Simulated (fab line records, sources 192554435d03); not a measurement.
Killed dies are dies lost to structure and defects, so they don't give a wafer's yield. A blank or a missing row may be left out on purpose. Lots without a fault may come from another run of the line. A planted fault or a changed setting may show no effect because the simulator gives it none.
Chamber matching | flow n5_finfet | N5_FIN_SAQP_PECVD_47 on pecvd-02: 3 sister chambers
The step deposits a-Si from SiH4/He, target thk 45 nm, time 36.3 s. 3 wafers are shown with their chamber, then 11 later ones without.

WAFERS WITH THEIR CHAMBER
wafer  | chamber | showerhead_plenum_p_Torr (Torr)
L085.4 | 2       | 5.72
L085.6 | 1       | 5.74
L091.2 | 0       | 5.56

WAFERS WITHOUT THEIR CHAMBER
wafer  | showerhead_plenum_p_Torr (Torr)
L091.5 | 5.56
L091.6 | 5.73
L092.1 | 5.75
L092.2 | 5.74
L092.4 | 5.74
L095.2 | 5.75
L095.5 | 5.55
L095.6 | 5.74
L097.1 | 5.72
L097.5 | 5.74
L097.6 | 5.56

WHICH CHAMBER EACH WENT THROUGH
wafer  | from the rows above     | in truth
L091.5 | 0                       | 0
L091.6 | can't be placed: 1 or 2 | 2
L092.1 | 1                       | 1
L092.2 | 1                       | 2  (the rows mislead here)
L092.4 | 1                       | 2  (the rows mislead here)
L095.2 | 1                       | 1
L095.5 | 0                       | 0
L095.6 | 1                       | 1
L097.1 | 2                       | 2
L097.5 | 1                       | 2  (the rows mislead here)
L097.6 | 0                       | 0
Placed correctly: 7 of 11. Can't be placed from these rows: 1 (the true chamber is among the candidates in 1). Placed wrongly: 3.
How it was worked out, from the rows above alone: a wafer's distance from a chamber is the root of the sum, over the readings, of the square of ((its reading less the chamber's mean) divided by the reading's scatter). The wafer belongs to the nearest chamber; if the next one is less than 2 further off, it can't be placed. A chamber's mean is the mean of its shown wafers. The scatter: with one shown wafer a chamber, the root of the mean of the squares of how far each hidden wafer lies from its nearest shown one.
